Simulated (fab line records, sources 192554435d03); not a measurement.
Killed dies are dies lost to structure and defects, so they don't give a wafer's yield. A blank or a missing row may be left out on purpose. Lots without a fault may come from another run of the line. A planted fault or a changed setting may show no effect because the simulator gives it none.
Chamber matching | flow n5_finfet | N5_BEOL_M6_CMP_52 on cmp-01: 4 sister chambers
The step polishes, stops on SiCOH lowk, t overpolish 6.9 s, target thk 80 nm. 7 wafers are shown with their chamber, then 7 later ones without.

WAFERS WITH THEIR CHAMBER
wafer  | chamber | motor_current_A (A) | barrier_field_endpoint_s (s)
L087.3 | 1       | 6.5                 | 28.9
L087.5 | 3       | 8.3                 | 29.0
L089.2 | 0       | 6.4                 | 28.5
L089.5 | 0       | 6.2                 | 28.5
L089.6 | 3       | 7.9                 | 31.0
L091.1 | 1       | 6.7                 | 28.7
L091.3 | 2       | 7.2                 | 30.0

WAFERS WITHOUT THEIR CHAMBER
wafer  | motor_current_A (A) | barrier_field_endpoint_s (s)
L091.6 | 7.3                 | 30.1
L095.4 | 6.4                 | 29.5
L095.5 | 7.8                 | 29.0
L095.6 | 6.4                 | 29.0
L097.2 | 6.5                 | 28.3
L097.4 | 6.2                 | 29.4
L097.5 | 7.0                 | 30.4

WHICH CHAMBER EACH WENT THROUGH
wafer  | from the rows above     | in truth
L091.6 | 2                       | 2
L095.4 | can't be placed: 1 or 0 | 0
L095.5 | can't be placed: 3 or 2 | 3
L095.6 | can't be placed: 0 or 1 | 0
L097.2 | can't be placed: 1 or 0 | 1
L097.4 | can't be placed: 0 or 1 | 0
L097.5 | can't be placed: 2 or 1 | 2
Placed correctly: 1 of 7. Can't be placed from these rows: 6 (the true chamber is among the candidates in 6). Placed wrongly: 0.
How it was worked out, from the rows above alone: a wafer's distance from a chamber is the root of the sum, over the readings, of the square of ((its reading less the chamber's mean) divided by the reading's scatter). The wafer belongs to the nearest chamber; if the next one is less than 2 further off, it can't be placed. A chamber's mean is the mean of its shown wafers. The scatter: the root of (the sum of the squares of (reading less its chamber's mean) over the shown wafers, divided by (wafers less chambers)).
